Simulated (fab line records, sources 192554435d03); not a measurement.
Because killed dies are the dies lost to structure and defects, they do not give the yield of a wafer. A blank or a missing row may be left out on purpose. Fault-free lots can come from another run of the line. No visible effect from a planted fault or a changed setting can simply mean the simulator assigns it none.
Split-lot trial	flow n5_finfet	on a route of 1938 steps: 7 lots, 21 wafers read

## SPLIT DETAILS
At N5_BEOL_M14_PEB_08 (peb time 90 s), the setting peb_temp_c was moved away from the recipe's 130 C on 9 of the 21 wafers read, by -2.7% to -0.8%. For the rest of the wafers, this setting stayed at what the recipe calls for.

## FROM THE SPLIT TO THE READING: what the file shows between them, 10 steps
- N5_BEOL_M14_DEVELOP_09: develop time 45 s
- N5_BEOL_M14_HARDBAKE_14: time 120 s
- N5_BEOL_M14_CD_MEAS_10: target cd 250 nm
- N5_BEOL_M14_DESCUM_15: chemistry O2, time 7.9 s
- N5_BEOL_M14_ETCH_59: etches BARC in N2/H2, target depth 89 nm, overetch 26.7 nm, time 67.9 s
- N5_BEOL_M14_VIA_ETCH_16: etches SiO2 in C4F8/O2/Ar, target depth 1231.3 nm
- N5_BEOL_M14_STRIP_63: strips in O2
- N5_BEOL_M14_STRIP_64: strips in O2
- N5_BEOL_M14_STRIP_71: strips in post etch residue remover, time 60 s
- N5_BEOL_M14_SRD_72: time 30 s, dry time 30 s

## THE READING
cd_nm at N5_BEOL_M14_CD_MEAS_17, given in nm (cd target 250 nm). Fault-free wafers of this fab line usually give 249.4 nm, standard deviation 2.6 nm.

wafer	tool, chamber at the split	peb_temp_c as run, C	against the recipe	cd_nm, nm	against lot-mates on the recipe
L076.1	litho_track-01, 0	130	recipe	253.4	-
L076.2	litho_track-01, 0	126.5	-2.7%	231.0	-22.4
L076.3	litho_track-01, 0	126.5	-2.7%	231.2	-22.2
L075.1	litho_track-05, 0	127.1	-2.2%	235.4	-17.8
L075.5	litho_track-05, 0	127.1	-2.2%	237.3	-15.9
L075.6	litho_track-05, 0	130	recipe	253.2	-
L083.2	litho_track-01, 0	130	recipe	248.4	-
L083.3	litho_track-01, 0	130	recipe	247.9	-
L083.4	litho_track-01, 0	130	recipe	248.4	-
L080.1	litho_track-01, 0	130	recipe	251.2	-
L080.3	litho_track-01, 0	130	recipe	246.7	-
L080.5	litho_track-01, 0	130	recipe	246.9	-
L092.1	litho_track-01, 0	130	recipe	250.0	-
L092.4	litho_track-01, 0	129	-0.8%	244.3	-5.7
L092.5	litho_track-01, 0	129	-0.8%	247.2	-2.8
L094.1	litho_track-02, 0	128.9	-0.8%	240.6	-9.3
L094.2	litho_track-02, 0	128.9	-0.8%	246.4	-3.5
L094.4	litho_track-02, 0	130	recipe	249.9	-
L096.1	litho_track-02, 0	130	recipe	250.0	-
L096.2	litho_track-02, 0	128.4	-1.2%	243.1	-5.5
L096.3	litho_track-02, 0	130	recipe	247.2	-

THE FIT
A straight line over all 21 wafers: cd_nm changes by +6.39 nm for each +1% of peb_temp_c; r = +0.95; the points scatter about the line by 2.2 nm.
The same after taking each lot's own level away (the mean of its wafers on the recipe; 21 wafers): +7.85 nm for each +1%; r = +0.97; scatter 1.8 nm.
On that fit, the largest move of peb_temp_c shifts the reading by 21 nm.
Measured against the standard deviation above, the lots' own levels, which go from 248.23 to 253.40 nm, span 2.0 times it.
In other words, the slope is changed by the lot-to-lot level; the two fits disagree.
Check: with one of the wafers moved furthest among these (-2.7%) left out of the fit, the line predicts -20.2 nm for it against its lot-mates. It came out at -22.4 nm against them.

## THE WHOLE CHAIN: every reading that the file lists as answering this split, in the file's order
step	what it does	reading	change (the file's fit)	r (the file's)
N5_BEOL_M14_CD_MEAS_10	target cd 250 nm	cd_nm	+7.96 nm for each +1% of the setting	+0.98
N5_BEOL_M14_CD_MEAS_17	target cd 250 nm	cd_nm	+7.51 nm for each +1% of the setting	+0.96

## THE FILE'S OWN FIT
cd_nm changes by +7.51 nm for each +1% of peb_temp_c, r = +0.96.
